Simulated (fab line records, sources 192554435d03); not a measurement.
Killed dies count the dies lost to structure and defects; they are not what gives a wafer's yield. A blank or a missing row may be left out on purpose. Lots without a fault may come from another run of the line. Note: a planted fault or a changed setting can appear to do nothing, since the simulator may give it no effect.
Which tool is to blame? -- flow n5-finfet -- 12 lots, 36 wafers sampled, at 3 steps of a route of 1938

== WHAT THE GAUGES SHOWED, per wafer ==
N5_BEOL_M10_RS_MEAS_57: a four-point-probe measurement. Usual: M10_RS typically reads 0.153 ohm/sq, with standard deviation 0.0048.
lot,measured,on,M10_RS (ohm/sq),flag
L468,day 10 14:24,film-metro-01,0.153 0.156 0.159,
L470,day 11 02:20,film-metro-01,0.159 0.160 0.158,
L473,day 11 13:10,film-metro-02,0.148 0.153 0.157,
L472,day 11 15:52,film-metro-02,0.148 0.154 0.154,
L474,day 11 19:53,film-metro-02,0.151 0.161 0.157,
L477,day 12 19:39,film-metro-01,0.155 0.149 0.155,
L480,day 14 09:10,film-metro-02,0.156 0.149 0.156,
L481,day 15 03:34,film-metro-02,0.157 0.153 0.154,
L483,day 15 11:17,film-metro-01,0.157 0.156 0.148,
L487,day 15 22:16,film-metro-02,0.154 0.145 0.146,
L488,day 15 22:49,film-metro-02,0.152 0.154 0.152,
L490,day 16 16:00,film-metro-01,0.152 0.151 0.154,

N5_BEOL_M11_THK_MEAS_01. Usual: M11_ILD_THK typically reads 268 nm, with standard deviation 3.9.
lot,measured,on,M11_ILD_THK (nm),flag
L468,day 10 15:04,film-metro-01,263 271 267,
L470,day 11 03:28,film-metro-02,269 273 271,
L473,day 11 13:50,film-metro-02,263 265 271,
L472,day 11 16:31,film-metro-01,269 271 271,
L474,day 11 21:46,film-metro-01,261 267 266,
L477,day 12 20:18,film-metro-02,265 265 273,
L480,day 14 09:49,film-metro-02,264 268 269,
L481,day 15 04:13,film-metro-02,259 268 269,
L483,day 15 11:56,film-metro-02,264 270 269,
L487,day 15 22:57,film-metro-01,264 268 267,
L488,day 15 23:28,film-metro-01,266 268 269,
L490,day 16 16:40,film-metro-02,262 270 267,

== WHAT TOOL EACH LOT RAN ON (gives the tool, then ch and the chambers of the sampled wafers, and finally the start) ==
lot,N5_BEOL_M10_SPUTTER_48
L468,"pvd-sputter-01, day 10 13:19"
L470,"pvd-sputter-02, day 11 01:04"
L473,"pvd-sputter-02, day 11 12:05"
L472,"pvd-sputter-02, day 11 14:04"
L474,"pvd-sputter-02, day 11 18:56"
L477,"pvd-sputter-02, day 12 15:44"
L480,"pvd-sputter-01, day 14 07:59"
L481,"pvd-sputter-01, day 15 02:37"
L483,"pvd-sputter-02, day 15 10:20"
L487,"pvd-sputter-03, day 15 21:11"
L488,"pvd-sputter-02, day 15 21:41"
L490,"pvd-sputter-01, day 16 14:55"
- N5_BEOL_M10_SPUTTER_48: material Cu, target thk 12 nm, time 2 s.

== WHAT THE TOOLS THEMSELVES READ (means of the sampled wafers that have a number; where no wafer has one, the mark that the record gives instead) ==
N5_BEOL_M10_SPUTTER_48. Usual: chamber-pressure-pa 0.12998 Pa, standard deviation 0.00024; chuck-sensor-temp-C -16.0 C, standard deviation 0.46; throttle-valve-pct 29.8 %, standard deviation 0.74.
lot,tool,chamber-pressure-pa (Pa),chuck-sensor-temp-C (C),throttle-valve-pct (%),flag
L468,pvd-sputter-01,0.13000,-16.2,29.8,
L470,pvd-sputter-02,0.13042,-16.4,29.8,
L473,pvd-sputter-02,0.12994,-15.8,30.0,
L472,pvd-sputter-02,0.12998,-15.8,30.1,
L474,pvd-sputter-02,0.13010,-16.2,29.9,
L477,pvd-sputter-02,0.12998,-16.0,30.0,
L480,pvd-sputter-01,0.13002,-16.3,29.6,
L481,pvd-sputter-01,0.12994,-16.2,30.4,
L483,pvd-sputter-02,0.13006,-15.5,30.1,
L487,pvd-sputter-03,0.12960,-16.2,31.0,
L488,pvd-sputter-02,0.12994,-16.0,30.0,
L490,pvd-sputter-01,0.12990,-15.9,29.2,

== THE ANSWER, worked out from the rows above alone ==
Rule: a lot is off if the mean of its wafers that have a number lies more than 3 standard deviations from the usual mean. Also off: a lot with no number at a reading for which 4 or more lots have one. Any other lot the step has rows for is counted as sound. The gauges are gone through in route order, then the tools' own readings, and for those a lot's mean is taken as printed above. At the first step where some lot is off, the reading lying furthest off is the one used; lots without a number count as furthest.
None of the lots is off at any reading shown; this tells nothing.

== WHAT THE SIMULATOR PUT IN ==
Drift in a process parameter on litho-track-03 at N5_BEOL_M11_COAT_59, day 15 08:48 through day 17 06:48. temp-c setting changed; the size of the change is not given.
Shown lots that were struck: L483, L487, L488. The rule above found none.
